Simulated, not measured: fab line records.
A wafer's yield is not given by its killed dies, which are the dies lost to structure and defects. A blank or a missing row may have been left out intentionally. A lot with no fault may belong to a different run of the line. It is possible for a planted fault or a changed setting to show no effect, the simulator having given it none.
Which of the tools did it? | flow n5Finfet | 7 lots with 21 wafers sampled at 7 steps, on a route of 1938 steps

WHAT EACH GAUGE READ, for each wafer
N5_BEOL_M11_CD_MEAS_11: target cd 64.1 nm. Usual: cdNm reads 64.3 nm (standard deviation 0.58).
lot  | measured     | on       | cdNm (nm)      | flag
L515 | day 10 08:50 | cdSem-02 | 64.5 64.8 64.6 | 
L517 | day 10 21:53 | cdSem-02 | 63.7 64.0 63.7 | 
L521 | day 11 14:11 | cdSem-03 | 64.9 64.9 64.9 | 
L522 | day 11 15:34 | cdSem-02 | 57.2 57.4 57.2 | OFF
L526 | day 12 21:59 | cdSem-01 | 58.0 57.4 57.6 | OFF
L532 | day 14 14:29 | cdSem-02 | 63.9 63.9 64.9 | 
L535 | day 15 09:14 | cdSem-02 | 64.6 64.0 63.9 | 

N5_BEOL_M11_CD_MEAS_18: pitch 140 nm, target cd 70 nm. Usual: cdNm reads 70.3 nm (standard deviation 0.65).
lot  | measured     | on       | cdNm (nm)      | flag
L515 | day 10 09:43 | cdSem-02 | 70.8 71.0 70.5 | 
L517 | day 10 22:31 | cdSem-03 | 69.7 70.1 69.4 | 
L521 | day 11 14:49 | cdSem-02 | 71.6 71.4 71.4 | 
L522 | day 11 16:12 | cdSem-02 | 63.3 63.4 63.1 | OFF
L526 | day 12 23:14 | cdSem-01 | 64.5 63.4 64.5 | OFF
L532 | day 14 15:13 | cdSem-02 | 70.5 70.0 70.6 | 
L535 | day 15 09:46 | cdSem-03 | 70.5 69.5 69.7 | 

N5_BEOL_M15_RC_MEAS_101. Usual: COMB_M10 1.45e-11 S/m, standard deviation 2.9e-12; COMB_M11 1.42e-11 S/m, standard deviation 2.7e-12; COMB_M12 6.3e-12 S/m, standard deviation 1.3e-12; COMB_M13 4.7e-12 S/m, standard deviation 9.7e-13; COMB_M14 3.6e-12 S/m, standard deviation 8.5e-13; COMB_M15 2.5e-12 S/m, standard deviation 6.5e-13; COMB_M5 3.6e-11 S/m, standard deviation 7.1e-12; COMB_M6 2.6e-11 S/m, standard deviation 5.5e-12; COMB_M7 2.4e-11 S/m, standard deviation 5.4e-12; COMB_M7_max_site 3.5e-11 S/m, standard deviation 8.3e-12; COMB_M8 2.6e-11 S/m, standard deviation 4.7e-12; COMB_M8_max_site 3.6e-11 S/m, standard deviation 7.9e-12; COMB_M9 1.5e-11 S/m, standard deviation 3e-12; SERP_M10 3.10 ohm/um, standard deviation 0.07; SERP_M11 3.06 ohm/um, standard deviation 0.083; SERP_M11_max_site 3.14 ohm/um, standard deviation 0.094; SERP_M12 0.635 ohm/um, standard deviation 0.016; SERP_M13 0.309 ohm/um, standard deviation 0.0072; SERP_M14 0.164 ohm/um, standard deviation 0.0046; SERP_M5 39.9 ohm/um, standard deviation 1.6; SERP_M6 14.3 ohm/um, standard deviation 0.57; SERP_M7 13.8 ohm/um, standard deviation 0.56; SERP_M8 13.9 ohm/um, standard deviation 0.46; SERP_M9 3.07 ohm/um, standard deviation 0.08.
lot  | measured     | on        | COMB_M10 (S/m)             | COMB_M11 (S/m)             | COMB_M12 (S/m)          | COMB_M13 (S/m)          | COMB_M14 (S/m)          | COMB_M15 (S/m)          | COMB_M5 (S/m)           | COMB_M6 (S/m)           | COMB_M7 (S/m)           | COMB_M7_max_site (S/m)  | COMB_M8 (S/m)           | COMB_M8_max_site (S/m)  | COMB_M9 (S/m)              | SERP_M10 (ohm/um) | SERP_M11 (ohm/um) | SERP_M11_max_site (ohm/um) | SERP_M12 (ohm/um) | SERP_M13 (ohm/um) | SERP_M14 (ohm/um) | SERP_M5 (ohm/um) | SERP_M6 (ohm/um) | SERP_M7 (ohm/um) | SERP_M8 (ohm/um) | SERP_M9 (ohm/um) | flag
L515 | day 11 15:10 | prober-02 | 1.15e-11 1.2e-11 1.11e-11  | 1.62e-11 1.82e-11 1.46e-11 | 6.1e-12 7.2e-12 7.7e-12 | 4.5e-12 4.5e-12 4.6e-12 | 4.3e-12 3.7e-12 2.7e-12 | 2.5e-12 2.3e-12 2.6e-12 | 3.8e-11 3e-11 3.9e-11   | 2.5e-11 2.5e-11 2.3e-11 | 2.9e-11 2.7e-11 2e-11   | 4.4e-11 3.4e-11 2.5e-11 | 3.6e-11 2.7e-11 3.8e-11 | 4.4e-11 5.5e-11 4.6e-11 | 1.6e-11 1.49e-11 1.4e-11   | 3.06 3.00 3.17    | 3.08 3.01 3.05    | 3.23 3.04 3.14             | 0.661 0.632 0.659 | 0.307 0.306 0.302 | 0.163 0.167 0.168 | 38.6 41.1 39.5   | 14.9 14.4 14.8   | 12.7 13.2 14.3   | 13.7 14.1 14.2   | 3.04 3.06 3.07   | 
L517 | day 12 00:37 | prober-02 | 1.84e-11 9.2e-12 1.66e-11  | 1.46e-11 1.25e-11 1.73e-11 | 8.8e-12 5.4e-12 4.7e-12 | 3.6e-12 5.2e-12 5.4e-12 | 4.4e-12 3.4e-12 2.5e-12 | 2.3e-12 2.1e-12 2.3e-12 | 3.8e-11 3.5e-11 3.7e-11 | 2.2e-11 2.1e-11 1.9e-11 | 2.6e-11 2.7e-11 2.4e-11 | 4.1e-11 4.6e-11 3.7e-11 | 3.2e-11 2.3e-11 3.8e-11 | 5.3e-11 3.8e-11 4.4e-11 | 1.54e-11 1.5e-11 1.3e-11   | 3.10 3.04 3.15    | 3.04 3.07 3.08    | 3.09 3.13 3.14             | 0.654 0.654 0.618 | 0.307 0.315 0.303 | 0.165 0.160 0.169 | 40.9 38.8 40.1   | 13.5 13.8 14.2   | 14.4 13.3 13.8   | 14.1 13.7 13.9   | 3.14 3.07 3.12   | 
L521 | day 13 01:35 | prober-02 | 1.35e-11 1.29e-11 1.76e-11 | 1.55e-11 1.77e-11 1.98e-11 | 4.8e-12 6.3e-12 4.7e-12 | 4e-12 4.8e-12 3.5e-12   | 3.5e-12 5.9e-12 3.3e-12 | 2.9e-12 3.9e-12 2.3e-12 | 3.5e-11 4.1e-11 3e-11   | 2.8e-11 2.6e-11 2.5e-11 | 2.9e-11 2.3e-11 2.3e-11 | 4.2e-11 4.3e-11 2.8e-11 | 3.1e-11 2.7e-11 2.2e-11 | 4.4e-11 3.2e-11 3e-11   | 1.49e-11 1.32e-11 1.05e-11 | 3.21 3.19 3.21    | 3.01 3.09 3.07    | 3.19 3.11 3.16             | 0.622 0.624 0.621 | 0.308 0.308 0.326 | 0.163 0.159 0.162 | 38.9 36.0 38.3   | 13.2 14.1 13.5   | 13.4 14.4 13.9   | 13.0 13.5 13.4   | 3.17 3.05 3.04   | 
L522 | day 13 02:43 | prober-01 | 1.8e-11 1.24e-11 1.28e-11  | 9.2e-12 1.66e-11 1.57e-11  | 5.4e-12 4.9e-12 5.8e-12 | 5.3e-12 3.2e-12 3.2e-12 | 2.7e-12 3.6e-12 3.3e-12 | 1.9e-12 2.2e-12 2.2e-12 | 3.1e-11 4.4e-11 4.7e-11 | 2.4e-11 2e-11 3e-11     | 2.2e-11 1.9e-11 1.7e-11 | 3e-11 2.8e-11 3e-11     | 2.5e-11 2.9e-11 1.9e-11 | 2.8e-11 3.6e-11 3e-11   | 1.55e-11 2.16e-11 1.96e-11 | 3.14 3.12 3.17    | 3.52 3.62 3.62    | 3.54 3.74 3.70             | 0.608 0.646 0.613 | 0.315 0.301 0.313 | 0.163 0.166 0.164 | 39.4 40.8 39.0   | 14.4 13.9 14.1   | 13.1 13.4 13.5   | 14.2 13.6 13.3   | 3.17 3.09 3.18   | OFF
L526 | day 14 03:20 | prober-02 | 1.63e-11 1.57e-11 1.36e-11 | 9.9e-12 1.8e-11 1.25e-11   | 5.5e-12 6e-12 5.4e-12   | 5e-12 4.8e-12 4.3e-12   | 6.3e-12 5.4e-12 4.7e-12 | 3.7e-12 3.3e-12 3.7e-12 | 3.9e-11 4.8e-11 2.8e-11 | 2.2e-11 2.1e-11 2e-11   | 2.4e-11 2.5e-11 2.1e-11 | 3.8e-11 3.3e-11 2.8e-11 | 2.1e-11 1.9e-11 2.5e-11 | 2.8e-11 3.2e-11 3.1e-11 | 1.41e-11 1.49e-11 1.27e-11 | 3.14 3.20 3.07    | 3.33 3.44 3.39    | 3.37 3.66 3.43             | 0.648 0.650 0.649 | 0.310 0.308 0.301 | 0.166 0.167 0.171 | 39.2 39.9 41.0   | 13.4 13.8 13.8   | 14.8 15.3 14.6   | 13.8 14.6 14.6   | 2.90 3.05 3.11   | OFF
L532 | day 16 00:04 | prober-02 | 1.72e-11 1.39e-11 1.69e-11 | 1.27e-11 1.33e-11 1.94e-11 | 7e-12 7.4e-12 7.8e-12   | 4.2e-12 4.1e-12 6.2e-12 | 4.3e-12 2.7e-12 3.6e-12 | 2.9e-12 3.5e-12 3.5e-12 | 4.1e-11 4.1e-11 3.7e-11 | 2.3e-11 2.7e-11 2.3e-11 | 2.6e-11 2.6e-11 2.4e-11 | 4e-11 4e-11 3.7e-11     | 2.6e-11 2.4e-11 2.4e-11 | 2.8e-11 2.9e-11 3.1e-11 | 1.58e-11 1.86e-11 1.87e-11 | 3.16 2.98 3.04    | 3.02 2.99 2.98    | 3.12 3.08 3.06             | 0.633 0.649 0.659 | 0.306 0.303 0.314 | 0.161 0.163 0.158 | 38.8 42.0 39.4   | 13.7 14.3 15.0   | 13.4 13.1 12.9   | 14.1 13.7 13.3   | 3.08 3.03 3.08   | 
L535 | day 16 17:56 | prober-02 | 1.63e-11 1.56e-11 1.02e-11 | 1.34e-11 1.05e-11 1.22e-11 | 4.7e-12 5.5e-12 6.1e-12 | 3.8e-12 5.7e-12 4.5e-12 | 4.4e-12 4.7e-12 3.8e-12 | 3.7e-12 3.1e-12 2.7e-12 | 2.9e-11 4.1e-11 3e-11   | 3.8e-11 2.6e-11 3.1e-11 | 1.9e-11 2e-11 2.8e-11   | 2.9e-11 2.9e-11 3.5e-11 | 2.5e-11 3.2e-11 2.4e-11 | 3.4e-11 5e-11 3.4e-11   | 1.79e-11 1.56e-11 1.49e-11 | 3.08 3.21 2.98    | 3.03 3.10 3.03    | 3.21 3.24 3.10             | 0.623 0.646 0.626 | 0.300 0.300 0.314 | 0.154 0.162 0.161 | 41.5 38.6 37.1   | 13.6 14.4 13.7   | 14.1 13.8 13.8   | 13.4 13.4 14.2   | 2.89 2.89 3.16   | 

WHICH TOOL RAN EACH LOT (tool, then ch and the chambers of the sampled wafers, then the start)
lot  | N5_BEOL_M10_SPUTTER_48      | N5_BEOL_M10_ANNEAL_51           | N5_BEOL_M11_ILD_DEP_00          | N5_BEOL_M11_EXPOSE_08
L515 | pvdSputter-02, day 10 05:58 | rtpAnneal-02 ch 0, day 10 06:29 | pecvd-03 ch 0,1,2, day 10 07:16 | arfiScanner-01 ch 0, day 10 08:43
L517 | pvdSputter-03, day 10 19:35 | rtpAnneal-02 ch 0, day 10 19:54 | pecvd-03 ch 0,2, day 10 20:37   | arfiScanner-01 ch 0, day 10 21:46
L521 | pvdSputter-03, day 11 11:22 | rtpAnneal-02 ch 0, day 11 11:35 | pecvd-04 ch 0,1,2, day 11 12:23 | arfiScanner-02 ch 0, day 11 14:04
L522 | pvdSputter-03, day 11 12:10 | rtpAnneal-02 ch 0, day 11 12:24 | pecvd-03 ch 1,2, day 11 13:11   | arfiScanner-01 ch 0, day 11 15:26
L526 | pvdSputter-01, day 12 18:50 | rtpAnneal-01 ch 0, day 12 19:13 | pecvd-04 ch 0,1, day 12 19:57   | arfiScanner-01 ch 0, day 12 21:52
L532 | pvdSputter-01, day 14 10:40 | rtpAnneal-01 ch 0, day 14 11:04 | pecvd-01 ch 0,2, day 14 11:51   | arfiScanner-02 ch 0, day 14 14:22
L535 | pvdSputter-02, day 15 03:23 | rtpAnneal-02 ch 0, day 15 03:56 | pecvd-04 ch 0,1,2, day 15 04:37 | arfiScanner-03 ch 0, day 15 09:07
- N5_BEOL_M10_SPUTTER_48: material Cu, target thk 12 nm, time 2 s.
- N5_BEOL_M10_ANNEAL_51: time 90 s.
- N5_BEOL_M11_ILD_DEP_00: deposits SiCOH lowk from DEMS/porogen, target thk 308.51 nm, time 58 s.
- N5_BEOL_M11_EXPOSE_08: exposes mask M11.

WHAT THE TOOLS THEMSELVES READ (means of the sampled wafers that have a number; where no wafer has one, the mark that the record gives instead)
N5_BEOL_M10_SPUTTER_48. Usual: susceptorTempC -20.01 C, standard deviation 0.1; throttleValvePct 29.7 %, standard deviation 1.1.
lot  | tool          | susceptorTempC (C) | throttleValvePct (%) | flag
L515 | pvdSputter-02 | -19.94             | 29.8                 | 
L517 | pvdSputter-03 | -19.92             | 29.1                 | 
L521 | pvdSputter-03 | -20.00             | 29.1                 | 
L522 | pvdSputter-03 | -20.03             | 30.2                 | 
L526 | pvdSputter-01 | -20.03             | 31.1                 | 
L532 | pvdSputter-01 | -20.05             | 29.7                 | 
L535 | pvdSputter-02 | -19.96             | 29.8                 | 

N5_BEOL_M10_ANNEAL_51. Usual: wafer_temp_C_max reads 226.0 (standard deviation 0.43).
lot  | tool         | wafer_temp_C_max | flag
L515 | rtpAnneal-02 | 226.3            | 
L517 | rtpAnneal-02 | 226.4            | 
L521 | rtpAnneal-02 | 226.4            | 
L522 | rtpAnneal-02 | 226.4            | 
L526 | rtpAnneal-01 | 225.9            | 
L532 | rtpAnneal-01 | 225.7            | 
L535 | rtpAnneal-02 | 226.5            | 

N5_BEOL_M11_ILD_DEP_00. Usual: heaterPowerW 289 W, standard deviation 47; showerheadPlenumPTorr 5.745 Torr, standard deviation 0.02; susceptorTempC 300.02 C, standard deviation 0.19; throttleValvePct 13.8 %, standard deviation 0.69.
lot  | tool     | heaterPowerW (W) | showerheadPlenumPTorr (Torr) | susceptorTempC (C) | throttleValvePct (%) | flag
L515 | pecvd-03 | 288              | 5.738                        | 300.05             | 13.9                 | 
L517 | pecvd-03 | 258              | 5.754                        | 300.01             | 13.5                 | 
L521 | pecvd-04 | 284              | 5.749                        | 299.96             | 13.5                 | 
L522 | pecvd-03 | 269              | 5.730                        | 299.90             | 14.0                 | 
L526 | pecvd-04 | 277              | 5.766                        | 300.02             | 13.9                 | 
L532 | pecvd-01 | 338              | 5.730                        | 300.12             | 13.6                 | 
L535 | pecvd-04 | 273              | 5.745                        | 300.00             | 13.2                 | 

N5_BEOL_M11_EXPOSE_08. Usual: exposureDoseMJCm2 reads 53.72 (standard deviation 0.057).
lot  | tool           | exposureDoseMJCm2 | flag
L515 | arfiScanner-01 | 53.70             | 
L517 | arfiScanner-01 | 53.66             | 
L521 | arfiScanner-02 | 53.81             | 
L522 | arfiScanner-01 | 46.41             | OFF
L526 | arfiScanner-01 | 48.03             | OFF
L532 | arfiScanner-02 | 53.71             | 
L535 | arfiScanner-03 | 53.70             | 

THE ANSWER, worked out from the rows above alone
Rule: a lot counts as off when the mean over its wafers that have a number is more than 3 standard deviations away from the usual mean. A lot without any number at a reading at which 4 lots or more have one is off too. The other lots that the step has rows for count as sound. The gauges are gone through in route order, then the tools' own readings, and for those a lot's mean is taken as printed above. The first step at which some lot is off is used, and at that step the reading that is off furthest; a lot without a number counts as furthest.
Off, at N5_BEOL_M11_CD_MEAS_11 on cdNm: L522, L526.
A tool fits if, at a process step before that reading, it ran every lot that is off, and no sound lot after the first of them. The gauges at N5_BEOL_M11_CD_MEAS_11 aren't tried: what is off there is off at N5_BEOL_M15_RC_MEAS_101 too, on other tools, and a gauge's error can't cause that. One fits: arfiScanner-01 at N5_BEOL_M11_EXPOSE_08. A fault onset in the window from L517 (day 10 21:46, its last sound lot) to L522 (day 11 15:26, its first lot off) fits.
On the lots that are off, the tool's own readings at N5_BEOL_M11_EXPOSE_08 differ by more than 5 times the standard deviation of the sound lots' means, which bears it out; exposureDoseMJCm2 reads 47.22 there versus 53.72 on the sound lots.

WHAT THE SIMULATOR PUT IN
Process parameters drifting: arfiScanner-01 at N5_BEOL_M11_EXPOSE_08, beginning at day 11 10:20. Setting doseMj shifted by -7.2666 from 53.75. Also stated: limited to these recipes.
Lots struck among those shown: L522, L526. The rule above found the same.
